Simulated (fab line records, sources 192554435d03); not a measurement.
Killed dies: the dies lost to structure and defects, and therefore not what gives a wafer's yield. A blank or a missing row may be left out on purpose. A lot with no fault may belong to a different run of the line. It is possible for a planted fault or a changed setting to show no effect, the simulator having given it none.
Split-lot trial | flow n5Finfet | route with 1938 steps; 7 lots, 39 wafers read

ABOUT THE SPLIT
At N5_BEOL_M3_TRENCH_ETCH_37 (etches SiOC in C4F6/O2, target depth 55.555 nm, time 29.2 s), the setting timeS was moved away from the recipe's 29.2 s on 18 of the 39 wafers read, by -48.5% to +49.8%. The other wafers ran this setting at the recipe's value.

FROM THE SPLIT TO THE READING: what the file shows between them, 2 steps
- N5_BEOL_M3_ETCH_41: etches SiCN in CH3F/O2, target depth 29.9 nm, time 52.5 s
- N5_BEOL_M3_STRIP_97: strips in N2/H2, time 10 s

THE READING
trenchDepthNm, in nm, at N5_BEOL_M3_OCD_MEAS_38. On this fab line, fault-free wafers typically give 55.3 nm with a standard deviation of 0.98 nm.

wafer  | tool, chamber at the split | timeS as run, s | against the recipe | trenchDepthNm, nm | against lot-mates on the recipe
L074.1 | rieDiel-03, 2              | 39.56           | +35.5%             | 74.2              | +18.1
L074.2 | rieDiel-03, 0              | 29.2            | recipe             | 57.0              | -
L074.3 | rieDiel-03, 3              | 39.56           | +35.5%             | 76.3              | +20.2
L074.4 | rieDiel-03, 2              | 29.2            | recipe             | 54.6              | -
L074.5 | rieDiel-03, 0              | 29.2            | recipe             | 56.7              | -
L074.6 | rieDiel-03, 3              | 39.56           | +35.5%             | 77.5              | +21.4
L082.1 | rieDiel-01, 3              | 43.73           | +49.8%             | 84.7              | +29.3
L082.2 | rieDiel-01, 2              | 43.73           | +49.8%             | 83.9              | +28.5
L082.3 | rieDiel-01, 0              | 29.2            | recipe             | 54.6              | -
L082.4 | rieDiel-01, 1              | 29.2            | recipe             | 55.8              | -
L082.5 | rieDiel-01, 3              | 29.2            | recipe             | 55.8              | -
L082.6 | rieDiel-01, 2              | 43.73           | +49.8%             | 81.7              | +26.3
L086.1 | rieDiel-01, 1              | 18.26           | -37.5%             | 34.8              | -20.7
L086.2 | rieDiel-01, 2              | 29.2            | recipe             | 54.9              | -
L086.3 | rieDiel-01, 0              | 18.26           | -37.5%             | 33.8              | -21.7
L086.4 | rieDiel-01, 3              | 18.26           | -37.5%             | 34.8              | -20.7
L086.5 | rieDiel-01, 2              | 29.2            | recipe             | 55.7              | -
L086.6 | rieDiel-01, 1              | 29.2            | recipe             | 55.8              | -
L091.3 | rieDiel-03, 1              | 29.2            | recipe             | 54.5              | -
L091.5 | rieDiel-03, 2              | 29.2            | recipe             | 54.2              | -
L091.6 | rieDiel-03, 3              | 29.2            | recipe             | 56.5              | -
L092.1 | rieDiel-06, 2              | 22.12           | -24.2%             | 40.7              | -15.1
L092.2 | rieDiel-06, 3              | 29.2            | recipe             | 55.3              | -
L092.3 | rieDiel-06, 1              | 29.2            | recipe             | 56.1              | -
L092.4 | rieDiel-06, 3              | 22.12           | -24.2%             | 41.9              | -13.9
L092.5 | rieDiel-06, 1              | 29.2            | recipe             | 55.9              | -
L092.6 | rieDiel-06, 2              | 22.12           | -24.2%             | 41.1              | -14.7
L094.1 | rieDiel-01, 0              | 29.2            | recipe             | 54.7              | -
L094.2 | rieDiel-01, 2              | 29.2            | recipe             | 56.7              | -
L094.3 | rieDiel-01, 3              | 15.03           | -48.5%             | 28.6              | -26.7
L094.4 | rieDiel-01, 2              | 15.03           | -48.5%             | 28.8              | -26.5
L094.5 | rieDiel-01, 3              | 15.03           | -48.5%             | 28.6              | -26.7
L094.6 | rieDiel-01, 0              | 29.2            | recipe             | 54.4              | -
L096.1 | rieDiel-01, 0              | 29.2            | recipe             | 53.5              | -
L096.2 | rieDiel-01, 2              | 21.06           | -27.9%             | 39.8              | -15.2
L096.3 | rieDiel-01, 2              | 29.2            | recipe             | 56.0              | -
L096.4 | rieDiel-01, 0              | 21.06           | -27.9%             | 38.5              | -16.5
L096.5 | rieDiel-01, 0              | 21.06           | -27.9%             | 38.3              | -16.7
L096.6 | rieDiel-01, 2              | 29.2            | recipe             | 55.6              | -

FIT RESULTS
A straight line over all 39 wafers: trenchDepthNm changes by +0.566 nm for each +1% of timeS; r = +1.00; the points scatter about the line by 0.98 nm.
The same after taking each lot's own level away (the mean of its wafers on the recipe; 39 wafers): +0.562 nm for each +1%; r = +1.00; scatter 0.94 nm.
Per that fit: largest timeS move, reading shift of 28 nm.
The span of the lots' own levels, 55.03 to 56.10 nm, comes to 1.1 times the standard deviation stated above.
So the lot-to-lot level changes the slope little: the two slopes agree.
Check: +27.7 nm against its lot-mates is what the line predicts for one of the wafers moved furthest among these (+49.8%) when that wafer is left out of the fit. It came out at +29.3 nm against them.

OTHER SPLITS ON THESE WAFERS
Other splits were also applied to these wafers ahead of the reading. Each is held against what the fit with the lots' levels taken away leaves over:
other split on the same wafers                | wafers away from the commonest value | r with trenchDepthNm (lot level and that fit taken away)
N5_FIN_SAQP_DEVELOP_15 developTimeS           | 15                                   | +0.15
N5_DUMMY_GATE_PECVD_30 timeS                  | 15                                   | -0.20
N5_HKMG_FIN_ALD_91 aldCycles                  | 12                                   | -0.02
N5_HKMG_FIN_NWFM_ALD_20 aldCycles             | 9                                    | -0.07
N5_MOL_CONTACT_COAG_ETCHBACK_136 targetDepthA | 12                                   | -0.08

THE WHOLE CHAIN: every reading that the file lists as answering this split, in the file's order
step                      | what it does                                                | reading                                                                         | change (the file's fit)                | r (the file's)
N5_BEOL_M3_TRENCH_ETCH_37 | etches SiOC in C4F6/O2, target depth 55.555 nm, time 29.2 s | BEOL_M3.featureDepthNm (the simulator's own value, which no gauge read)         | +0.558 nm for each +1% of the setting  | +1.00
N5_BEOL_M3_TRENCH_ETCH_37 | etches SiOC in C4F6/O2, target depth 55.555 nm, time 29.2 s | etch.depthNm (the simulator's own value, which no gauge read)                   | +0.559 nm for each +1% of the setting  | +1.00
N5_BEOL_M3_TRENCH_ETCH_37 | etches SiOC in C4F6/O2, target depth 55.555 nm, time 29.2 s | TiN_of_BEOL_M3_HM_DEP_02.thkNm (the simulator's own value, which no gauge read) | -0.0233 nm for each +1% of the setting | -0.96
N5_BEOL_M3_OCD_MEAS_38    |                                                             | trenchDepthNm                                                                   | +0.562 nm for each +1% of the setting  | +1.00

THE FILE'S OWN FIT
trenchDepthNm changes by +0.562 nm for each +1% of timeS, r = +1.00.
